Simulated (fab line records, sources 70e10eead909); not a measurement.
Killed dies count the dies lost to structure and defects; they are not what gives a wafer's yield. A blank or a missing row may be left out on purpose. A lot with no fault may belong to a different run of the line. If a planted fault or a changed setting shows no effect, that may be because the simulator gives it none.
A struck lot beside a sound one ; flow nand-harc ; 15 out of 1302 route steps
Sound: the wafers L682.2, L682.5, L682.6. Wafers struck: L685.2, L685.5, L685.6. The cause is given at the end.
Per side, at each step with rows, come the tool, then ch with its chambers, and then its first start. Under that, the readings that differ: sound wafers ; struck wafers ; difference of the means ; sigmas: that difference in standard deviations of wafers without a fault.
alike: words and numbers the same on both sides, and readings whose means are apart by under 2 such deviations; not compared: readings that were withheld, readings missing a value for some wafer, numbers with overlapping values and no deviation given by the record, and bounds like >300 which may hide the same value.
Wherever a step has rows on one side only, a row that says differs or no value, or a row with sigmas, the two part there. Non-overlapping numbers with no deviation appear without sigmas and do not part them. A reading that every wafer of one side lacks parts them only if that side has two wafers or more.

first, 1 step without rows for these wafers: NHARC_A_ONON_D1_DEP_00 (target thk 1000 nm).
NHARC_A_ONON_D1_THK_MEAS_02: measures by ellipsometry.
  struck on film-metro-02, day 13 17:30; sound on film-metro-01, day 11 23:25
  alike: thk-nm
next comes 1 step that has no rows for these wafers: NHARC_A_ONON_D1_DEP_03 (target thickness 1000 nm).
NHARC_A_ONON_D1_THK_MEAS_05: measures by ellipsometry.
  struck on film-metro-02, day 13 18:04; sound on film-metro-01, day 11 23:59
  alike: thk-nm
next comes 1 step that has no rows for these wafers: NHARC_A_ONON_D1_DEP_06 (target thickness 1000 nm).
NHARC_A_ONON_D1_THK_MEAS_08: measures by ellipsometry.
  struck on film-metro-01, day 13 18:38; sound on film-metro-02, day 12 00:33
  alike: thk-nm
next comes 1 step that has no rows for these wafers: NHARC_A_ONON_D1_DEP_09 (target thickness 1000 nm).
NHARC_A_ONON_D1_THK_MEAS_11: measures by ellipsometry.
  struck on film-metro-01, day 13 19:12; sound on film-metro-01, day 12 01:07
  alike: thk-nm
next comes 1 step that has no rows for these wafers: NHARC_A_ONON_D1_DEP_12 (target thickness 1000 nm).
NHARC_A_ONON_D1_THK_MEAS_14: measures by ellipsometry.
  struck on film-metro-02, day 13 19:46; sound on film-metro-02, day 12 01:43
  alike: thk-nm
then, 1 step without rows for these wafers: NHARC_A_ONON_D1_ANNEAL_15 (time 3600 s).
NHARC_A_ONON_D1_DEP_16: target thk 1000 nm.
  sound on pecvd-onon-03 ch 0, day 12 09:02; struck on pecvd-onon-03 ch 0, day 14 06:41
NHARC_A_ONON_D1_THK_MEAS_18: measures by ellipsometry.
  struck on film-metro-02, day 14 07:09; sound on film-metro-02, day 12 09:29
reading;sound;struck;difference;sigmas
thk-nm (nm);998 998 998;1579 1579 1581;+582;+70
next comes 1 step that has no rows for these wafers: NHARC_A_ONON_D1_DEP_19 (target thickness 1000 nm).
-- jump in the record: it breaks off in module A_ONON_D1 and resumes in module END (first step shown: number 1302 of the route), and 16 days separate the struck wafers' starts before and after --
NHARC_END_SORT_01:
  only the struck wafers appear in the record here, on prober-01 ch 0 at day 30 05:21; the sound ones have no rows

WHERE THEY PART
Last at NHARC_END_SORT_01 as far as this record goes, first at NHARC_A_ONON_D1_THK_MEAS_18.

WHY: what had been put in by the simulator
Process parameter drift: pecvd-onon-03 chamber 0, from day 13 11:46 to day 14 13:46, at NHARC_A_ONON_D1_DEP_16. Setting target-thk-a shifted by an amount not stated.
